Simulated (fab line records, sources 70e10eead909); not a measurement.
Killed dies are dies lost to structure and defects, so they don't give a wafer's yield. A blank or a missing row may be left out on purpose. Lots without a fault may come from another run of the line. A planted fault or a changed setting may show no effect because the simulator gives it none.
Which tool did it? | flow nand_harc | 11 lots, 33 wafers sampled, at 5 steps of a route of 1302

WHAT THE GAUGES READ, wafer by wafer
NHARC_END_SORT_01.
lot  | measured     | on        | killed_at_array
L102 | day 31 03:25 | prober-02 | 66 664 663
L103 | day 32 06:52 | prober-01 | 60 640 657

WHICH TOOL RAN EACH LOT (tool, then ch and the chambers of the sampled wafers, then the start)
lot  | NHARC_A_CHANNEL_HOLE_D1_ETCH_34               | NHARC_A_CHANNEL_HOLE_D1_ETCH_16               | NHARC_A_CHANNEL_HOLE_D1_ETCH_23  | NHARC_A_CHANNEL_FILL_D1_ETCHBACK_20
L986 | rie_diel-11 ch 0,1,2, day 8 21:17 or earlier  | rie_diel-11 ch 0,1,2, day 8 21:17 or earlier  | har_etch-02 ch 0,1, day 8 21:17  | rie_diel-04 ch 0,1,3, day 10 01:46
L987 | rie_diel-11 ch 1,2, day 9 13:22 or earlier    | rie_diel-11 ch 2,3, day 9 13:22 or earlier    | har_etch-02 ch 0,1, day 9 13:22  | rie_diel-12 ch 0,3, day 10 18:34
L988 | rie_diel-11 ch 0,1,2, day 9 21:47 or earlier  | rie_diel-11 ch 0,1,3, day 9 21:47 or earlier  | har_etch-02 ch 0,1, day 9 21:47  | rie_diel-06 ch 0,1,2, day 11 02:05
L989 | rie_diel-11 ch 0,1, day 10 07:09 or earlier   | rie_diel-11 ch 0,1,3, day 10 07:09 or earlier | har_etch-01 ch 0,1, day 10 07:09 | rie_diel-04 ch 0,2,3, day 11 17:16
L991 | rie_diel-02 ch 0,1,2, day 11 06:52 or earlier | rie_diel-02 ch 1,2,3, day 11 06:52 or earlier | har_etch-01 ch 0,1, day 11 06:52 | rie_diel-12 ch 0,2,3, day 12 13:41
L993 | rie_diel-11 ch 0,1,3, day 12 08:28 or earlier | rie_diel-11 ch 1,2,3, day 12 08:28 or earlier | har_etch-01 ch 0, day 12 08:28   | rie_diel-04 ch 1,2,3, day 13 14:23
L995 | rie_diel-11 ch 0,2,3, day 12 19:54 or earlier | rie_diel-11 ch 1,3, day 12 19:54 or earlier   | har_etch-01 ch 0, day 12 19:54   | rie_diel-04 ch 0,3, day 14 03:32
L997 | rie_diel-11 ch 0,2, day 13 19:53 or earlier   | rie_diel-11 ch 0,1, day 13 19:53 or earlier   | har_etch-01 ch 0,1, day 13 19:53 | rie_diel-04 ch 1,3, day 14 23:59
L102 | rie_diel-11 ch 0,1,3, day 15 18:36 or earlier | rie_diel-11 ch 1,2,3, day 15 18:36 or earlier | har_etch-02 ch 0,1, day 15 18:36 | rie_diel-04 ch 1,2, day 16 23:06
L103 | rie_diel-11 ch 1,2,3, day 16 07:01 or earlier | rie_diel-11 ch 0,1,2, day 16 07:01 or earlier | har_etch-01 ch 0,1, day 16 07:01 | rie_diel-04 ch 1,2, day 17 12:44
L108 | rie_diel-02 ch 0,1,3, day 17 22:44 or earlier | rie_diel-02 ch 1,2,3, day 17 22:44 or earlier | har_etch-01 ch 0,1, day 17 22:44 | rie_diel-06 ch 1,3, day 19 04:03
- NHARC_A_CHANNEL_HOLE_D1_ETCH_34: etches the open film in CF4/CHF3, target depth 154 nm, time 77 s.
- NHARC_A_CHANNEL_HOLE_D1_ETCH_16: etches the open film in O2/COS, target depth 3100 nm, time 806 s.
- NHARC_A_CHANNEL_HOLE_D1_ETCH_23: etches the open film in C4F8/O2/Ar, time 819 s, target depth 1600 nm.
- NHARC_A_CHANNEL_FILL_D1_ETCHBACK_20: etches the open film in C4F8/O2/Ar, target depth 27 nm, time 13.5 s.

THE ANSWER, worked out from the rows above alone
Rule: what is usual is taken from the lots themselves. Put in order of their means at a reading, lots are off if they are a third of the lots or fewer, leave a main group of 4 or more, and stand apart from it by a gap of 3 or more times the standard deviation of the main group's means; of several such gaps the widest counts. A main group whose means are all the same, to the digits that the tables above print for the reading, isn't used. A lot without any number at a reading at which 4 lots or more have one is off too. The other lots that the step has rows for count as sound.
No lot is off at any reading shown: from this, nothing can be told.

WHAT THE SIMULATOR HAD PUT IN
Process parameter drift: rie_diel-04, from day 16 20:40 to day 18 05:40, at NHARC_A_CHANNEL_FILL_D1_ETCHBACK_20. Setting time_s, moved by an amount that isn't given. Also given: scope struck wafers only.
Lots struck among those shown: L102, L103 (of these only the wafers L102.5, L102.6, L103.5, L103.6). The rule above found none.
